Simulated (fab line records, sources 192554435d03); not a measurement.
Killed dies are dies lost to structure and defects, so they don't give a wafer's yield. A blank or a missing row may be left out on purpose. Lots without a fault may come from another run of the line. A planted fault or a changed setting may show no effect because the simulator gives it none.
fab line records | flow n5_finfet
record lots=5 wafers=15 last_day=17
route steps=1938 shown WELL_APT@28 BEOL_M4@1111
lots that met no fault: from a run of the same line without faults
start_h: hours from the record's first day to the start of the lot's first wafer shown | wait_h: hours since the lot's step before | " the same as in the row above | L1.1+2: a row that stands for several wafers | - no value, or no start given | * or withheld: withheld | < > ~ a bound
route shown NAME@n: a module of which the file shows steps, and the number in the route of the first | usual: mean/standard deviation of fault-free wafers | same: alike in all rows | chamber/n: place in a boat | sites: the reading at each site | _std_site: their standard deviation | _edge_site: outer sites' mean less inner sites' | radius_mm: how far each site lies from the wafer's centre | mask NAME#n: copy n | behind: the tool/chamber that last shaped the wafer | hold: why the lot was held/for how many hours/how that ended | device: the transistor (n, p or np) that didn't switch | end of line: the same wafers' tests at the end of the route | a step without rows: its recipe alone | killed: dies lost to structure and defects at the first sort, not the wafer's yield | map: a wafer's dies, x killed, . not, _ none there
set.NAME: the setting as run; set.NAME@STEP: as run at that earlier step | model.NAME: the simulator's own value behind a step, which no gauge read
lots at some steps of the route; a table a step, a row a wafer
services: from which hour (start_h, from the record's first day; less than 0 if before it) a tool's chamber was out of use, for how many hours, and why
## steps
# step N5_WELL_APT_CD_MEAS_08
# recipe target_cd_nm=200 landing_energy_ev=500 detector=se_inlens
# usual cd_nm=199.5/1.6
# columns lot.wafer tool chamber start_h wait_h cd_nm
L868.3 cd_sem-02 0 37.73 - 198.4
L868.5 " 0 " " 199.9
L868.6 " 0 " " 198.5
L870.1 cd_sem-01 0 49.85 - 198.4
L870.5 " 0 " " 199.0
L870.6 " 0 " " 198.2
L880.2 cd_sem-03 0 109.80 - 199.8
L880.3 " 0 " " 199.2
L880.4 " 0 " " 198.0
L882.1 cd_sem-01 0 121.69 - 199.8
L882.3 " 0 " " 199.3
L882.6 " 0 " " 199.4
L885.2 cd_sem-03 0 139.98 - 202.3
L885.4 " 0 " " 198.6
L885.5 " 0 " " 199.8
# step N5_WELL_APT_OVL_MEAS_09
# recipe points_per_wafer=44
# usual NWELL_OVL=-1/6.6
# columns lot.wafer tool chamber start_h wait_h NWELL_OVL[nm]
L868.3 overlay-01 0 37.75 0.0 13
L868.5 " 0 " " 3
L868.6 " 0 " " -2
L870.1 overlay-01 0 49.88 0.0 11
L870.5 " 0 " " 10
L870.6 " 0 " " -5
L880.2 overlay-01 0 109.83 0.0 -8
L880.3 " 0 " " -11
L880.4 " 0 " " -6
L882.1 overlay-02 0 121.72 0.0 -9
L882.3 " 0 " " -11
L882.6 " 0 " " 9
L885.2 overlay-01 0 140.01 0.0 -3
L885.4 " 0 " " -2
L885.5 " 0 " " -17
# step N5_WELL_APT_INSPECT_10
# recipe mode=adi inspect_instrument=macro
# usual raw_defect_count=2.2/1.6
# columns lot.wafer tool chamber start_h wait_h raw_defect_count
L868.3 defect_inspect-02 - 37.78 0.0 2
L868.5 " - " " 0
L868.6 " - " " 2
L870.1 defect_inspect-02 - 49.90 0.0 4
L870.5 " - " " 3
L870.6 " - " " 2
L880.2 defect_inspect-02 - 109.86 0.0 0
L880.3 " - " " 3
L880.4 " - " " 0
L882.1 defect_inspect-02 - 121.74 0.0 0
L882.3 " - " " 2
L882.6 " - " " 1
L885.2 defect_inspect-01 - 140.03 0.0 3
L885.4 " - " " 1
L885.5 " - " " 3
# step N5_WELL_APT_DESCUM_13
# recipe chemistry=O2 time_s=7.9 source_power_w=50 bias_power_w=20 pressure_mtorr=20 rf_frequency_hz=2.712e+07 temp_c=40 o2_flow_sccm=225
# usual bias_power_w=20.00/0.057 drypump_motor_current_A=5.6/0.32 oes_product_au=0.79/0.077 rf_vpp_V=243.9/1.2 showerhead_plenum_p_Torr=2.13/0.063 throttle_valve_pct=20.5/0.34
# columns lot.wafer tool chamber start_h wait_h bias_power_w drypump_motor_current_A oes_product_au rf_hours_counter_h rf_vpp_V showerhead_plenum_p_Torr throttle_valve_pct
L868.3 rie_diel-06 3 37.81 0.0 19.95 5.2 0.75 131 245.6 2.20 20.9
L868.5 " 3 " " 20.09 5.1 0.75 - 244.1 2.20 20.9
L868.6 " 0 " " 19.96 5.9 0.91 - 243.3 2.02 20.0
L870.1 rie_diel-01 2 50.35 0.4 20.01 5.7 0.72 189 244.2 2.19 20.9
L870.5 " 0 " " 19.90 5.8 0.94 - 245.3 2.23 20.0
L870.6 " 1 " " 19.89 5.5 0.78 - 245.0 2.19 20.5
L880.2 rie_diel-01 2 109.89 0.0 19.94 5.7 0.71 207 242.5 2.18 21.0
L880.3 " 1 " " 20.01 5.5 0.78 150 244.5 2.18 20.5
L880.4 " 2 " " 20.03 5.6 0.70 - 242.9 2.18 20.9
L882.1 rie_diel-03 2 121.78 0.0 19.99 6.3 0.74 182 242.5 2.11 20.6
L882.3 " 3 " " 20.00 5.1 0.75 142 242.1 2.11 20.5
L882.6 " 1 " " 19.92 5.8 0.80 - 243.2 2.14 20.5
L885.2 rie_diel-06 2 140.06 0.0 19.98 5.5 0.83 70 242.1 2.10 20.3
L885.4 " 0 " " 20.03 5.9 0.84 61 242.7 2.01 20.0
L885.5 " 0 " " 20.00 5.9 0.84 - 242.5 2.01 20.0
# step N5_WELL_APT_IMPLANT_14
# recipe species=P energy_kev=160 dose_cm2=1.5e+13 tilt_deg=0 rotation_deg=0
# step N5_WELL_APT_IMPLANT_15
# recipe species=As energy_kev=25 dose_cm2=1.5e+13 tilt_deg=0 rotation_deg=0
# step N5_WELL_APT_STRIP_16
# recipe chemistry=SPM time_s=900 temp_c=130 h2so4_h2o2_vol_ratio=4 dry=ipa_marangoni
# step N5_WELL_APT_HMDS_18
# recipe time_s=60 temp_c=120
# step N5_WELL_APT_COAT_19
# recipe spin_rpm=1357 resist_thk_nm=950
# step N5_WELL_APT_EBR_21
# recipe solvent=PGMEA ebr_width_mm=1.5
# step N5_WELL_APT_SOFTBAKE_20
# recipe temp_c=130 time_s=60
# step N5_WELL_APT_EXPOSE_22
# recipe mask_id=PWELL na=0.8 source_shape=conventional sigma_outer=0.8 polarization=unpolarized defocus_nm=0 target_cd_nm=200 dose_mj=23.2
# step N5_WELL_APT_PEB_23
# recipe peb_temp_c=130 peb_time_s=90
# columns lot.wafer tool chamber start_h wait_h
L868.3+5+6 litho_track-01 0 38.86 0.0
L870.1+5+6 litho_track-01 0 51.59 0.1
L880.2+3+4 litho_track-03 0 110.81 0.0
L882.1+3+6 litho_track-01 0 122.82 0.1
L885.2+4+5 litho_track-04 0 141.02 0.0
# step N5_WELL_APT_DEVELOP_24
# recipe develop_time_s=45 rinse_liquid=surfactant_rinse dry=air_spin dev_temp_c=21
# step N5_WELL_APT_HARDBAKE_29
# recipe temp_c=130 time_s=120
# step N5_WELL_APT_CD_MEAS_25
# recipe target_cd_nm=200 landing_energy_ev=500 detector=se_inlens
# usual cd_nm=200.1/1.8
# columns lot.wafer tool chamber start_h wait_h cd_nm
L868.3 cd_sem-02 0 38.97 - 198.4
L868.5 " 0 " " 198.9
L868.6 " 0 " " 199.2
L870.1 cd_sem-02 0 51.71 - 200.1
L870.5 " 0 " " 200.9
L870.6 " 0 " " 197.9
L880.2 cd_sem-01 0 110.92 - 202.2
L880.3 " 0 " " 200.9
L880.4 " 0 " " 199.2
L882.1 cd_sem-03 0 122.93 - 207.1
L882.3 " 0 " " 205.3
L882.6 " 0 " " 204.9
L885.2 cd_sem-02 0 141.14 - 199.1
L885.4 " 0 " " 196.3
L885.5 " 0 " " 199.7
# step N5_WELL_APT_OVL_MEAS_26
# recipe points_per_wafer=44
# usual PWELL_OVL=0/4.9
# columns lot.wafer tool chamber start_h wait_h PWELL_OVL[nm]
L868.3 overlay-02 0 39.00 0.0 2
L868.5 " 0 " " -5
L868.6 " 0 " " 4
L870.1 overlay-01 0 51.74 0.0 -2
L870.5 " 0 " " -6
L870.6 " 0 " " 7
L880.2 overlay-01 0 110.95 0.0 1
L880.3 " 0 " " 3
L880.4 " 0 " " 5
L882.1 overlay-01 0 122.96 0.0 -9
L882.3 " 0 " " 1
L882.6 " 0 " " -3
L885.2 overlay-01 0 141.17 0.0 3
L885.4 " 0 " " 1
L885.5 " 0 " " -5
# step N5_WELL_APT_INSPECT_27
# recipe mode=adi inspect_instrument=macro
# usual raw_defect_count=2.1/1.4
# columns lot.wafer tool chamber start_h wait_h raw_defect_count
L868.3 defect_inspect-02 - 39.02 0.0 4
L868.5 " - " " 2
L868.6 " - " " 1
L870.1 defect_inspect-01 - 51.76 0.0 4
L870.5 " - " " 4
L870.6 " - " " 3
L880.2 defect_inspect-01 - 110.98 0.0 1
L880.3 " - " " 1
L880.4 " - " " 2
L882.1 defect_inspect-01 - 122.99 0.0 2
L882.3 " - " " 1
L882.6 " - " " 5
L885.2 defect_inspect-02 - 141.19 0.0 1
L885.4 " - " " 1
L885.5 " - " " 5
# step N5_WELL_APT_DESCUM_30
# recipe chemistry=O2 time_s=7.9 source_power_w=50 bias_power_w=20 pressure_mtorr=20 rf_frequency_hz=2.712e+07 temp_c=40 o2_flow_sccm=225
# usual bias_power_w=20.00/0.06 drypump_motor_current_A=5.6/0.31 oes_product_au=0.80/0.075 rf_vpp_V=243.8/1.1 showerhead_plenum_p_Torr=2.13/0.061 throttle_valve_pct=20.5/0.34
# columns lot.wafer tool chamber start_h wait_h bias_power_w drypump_motor_current_A oes_product_au rf_hours_counter_h rf_vpp_V showerhead_plenum_p_Torr throttle_valve_pct model.WELL_APT.cd_nm
L868.3 rie_diel-06 3 39.06 0.0 19.99 5.1 0.75 132 244.2 2.20 20.9 198.2
L868.5 " 2 " " 19.92 5.5 0.88 - 245.0 2.11 20.3 199.1
L868.6 " 3 " " 20.07 5.1 0.75 - 244.6 2.20 20.9 199.4
L870.1 rie_diel-06 0 52.17 0.4 20.06 5.9 0.91 30 241.3 2.02 20.0 200.3
L870.5 " 3 " " 20.11 5.1 0.75 - 243.9 2.20 20.9 200.7
L870.6 " 0 " " 20.01 5.9 0.89 - 242.0 2.02 20.0 197.9
L880.2 rie_diel-01 1 111.01 0.0 19.96 5.5 0.78 151 244.2 2.18 20.5 202.3
L880.3 " 2 " " 19.99 5.7 0.70 207 243.4 2.18 20.9 201
L880.4 " 2 " " 19.98 5.7 0.70 - 245.6 2.18 20.9 199.2
L882.1 rie_diel-01 2 123.02 0.0 19.85 5.7 0.70 212 246.1 2.18 21.0 207.2
L882.3 " 1 " " 19.99 5.5 0.77 155 244.7 2.18 20.5 205.1
L882.6 " 2 " " 20.06 5.7 0.70 - 245.2 2.18 20.9 204.9
L885.2 rie_diel-06 0 141.23 0.0 19.99 5.9 0.84 62 242.1 2.01 20.0 199.3
L885.4 " 1 " " 19.96 5.6 0.71 215 244.8 2.14 20.7 196.2
L885.5 " 1 " " 19.94 5.6 0.71 - 243.6 2.14 20.8 200.1
# step N5_WELL_APT_IMPLANT_31
# recipe species=B energy_kev=60 dose_cm2=1.5e+13 tilt_deg=0 rotation_deg=0
# step N5_BEOL_M4_RC_MEAS_101
# usual DIBL_N=36.1/1.6 DIBL_P=35.7/1.8 IOFF_N=0.159/0.027 IOFF_P=0.21/0.03 ION_N=673/10 ION_P=462/7.4 SS_N=71.4/0.56 SS_P=73.2/0.61 VT_N=249.7/3 VT_P=-250/3.1
# columns lot.wafer tool chamber start_h wait_h DIBL_N[mV/V] DIBL_P[mV/V] IOFF_N[nA/um] IOFF_P[nA/um] ION_N[uA/um] ION_P[uA/um] SS_N[mV/dec] SS_P[mV/dec] VT_N[mV] VT_P[mV]
L868.3 prober-02 0 185.47 0.3 37.4 35.6 0.154 0.18 667 455 71.5 73.2 253.0 -254
L868.5 " 0 " " 37.4 37.2 0.157 0.20 667 458 71.6 73.3 250.0 -252
L868.6 " 0 " " 37.6 36.5 0.149 0.18 656 445 71.7 73.3 252.7 -254
L870.1 prober-02 0 198.77 0.0 37.3 38.1 0.178 0.21 679 456 72.1 73.0 250.8 -250
L870.5 " 0 " " 37.5 37.3 0.171 0.20 664 451 72.0 74.0 252.9 -254
L870.6 " 0 " " 35.7 36.6 0.153 0.19 673 456 71.6 72.8 252.4 -253
L880.2 prober-02 0 255.74 0.2 36.3 35.4 0.162 0.21 668 465 71.7 73.2 249.7 -248
L880.3 " 0 " " 38.1 38.6 0.210 0.28 677 464 72.6 73.8 243.5 -245
L880.4 " 0 " " 37.7 39.1 0.206 0.27 685 474 71.9 73.0 244.7 -245
L882.1 prober-01 0 281.32 0.0 35.3 34.4 0.133 0.17 677 463 70.7 72.0 250.3 -254
L882.3 " 0 " " 36.7 36.0 0.154 0.20 680 469 70.9 73.2 247.0 -250
L882.6 " 0 " " 34.5 34.2 0.123 0.17 675 465 70.3 72.5 249.6 -252
L885.2 prober-01 0 309.41 0.2 33.5 33.4 0.125 0.17 674 463 71.4 72.5 253.5 -253
L885.4 " 0 " " 36.8 37.8 0.185 0.24 687 469 71.3 73.4 248.2 -248
L885.5 " 0 " " 33.9 33.7 0.131 0.17 674 459 71.1 72.3 248.2 -253
## services
# columns tool chamber start_h hours kind
rie_diel-01 1 18.87 14.0 repair
rie_diel-03 - 32.33 1.6 repair
rie_diel-01 3 33.81 - clean
rie_diel-01 3 33.81 - consumable_replace:focus_ring
rie_diel-01 3 33.81 18.1 scheduled_down
rie_diel-01 3 33.81 18.1 vent_cycle
rie_diel-01 2 87.98 4.9 repair
rie_diel-01 3 105.08 9.1 repair
rie_diel-01 0 113.19 5.2 repair
rie_diel-06 2 113.32 8.0 repair
litho_track-03 - 133.92 - consumable_replace:filter
## key
first_sign step=N5_WELL_APT_CD_MEAS_25 reading=cd_nm direction=up sigmas=3.2 usual=200.1 struck=205.8
effect none on later readings
model_effect step=N5_WELL_APT_DESCUM_30 value=WELL_APT.cd_nm without=202.2 struck=205.8
met_at N5_WELL_APT_PEB_23
struck_wafers L882.1,L882.3,L882.6
onset_between 51.59 122.82
also_fits N5_WELL_APT_DESCUM_13:rie_diel-03
fault kind=process_parameter_drift tool=litho_track-01 chamber=- onset_h=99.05 steps=N5_WELL_APT_PEB_23 channel=peb_time_s offset=* shape=step end_h=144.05 acts_in=* stated=*
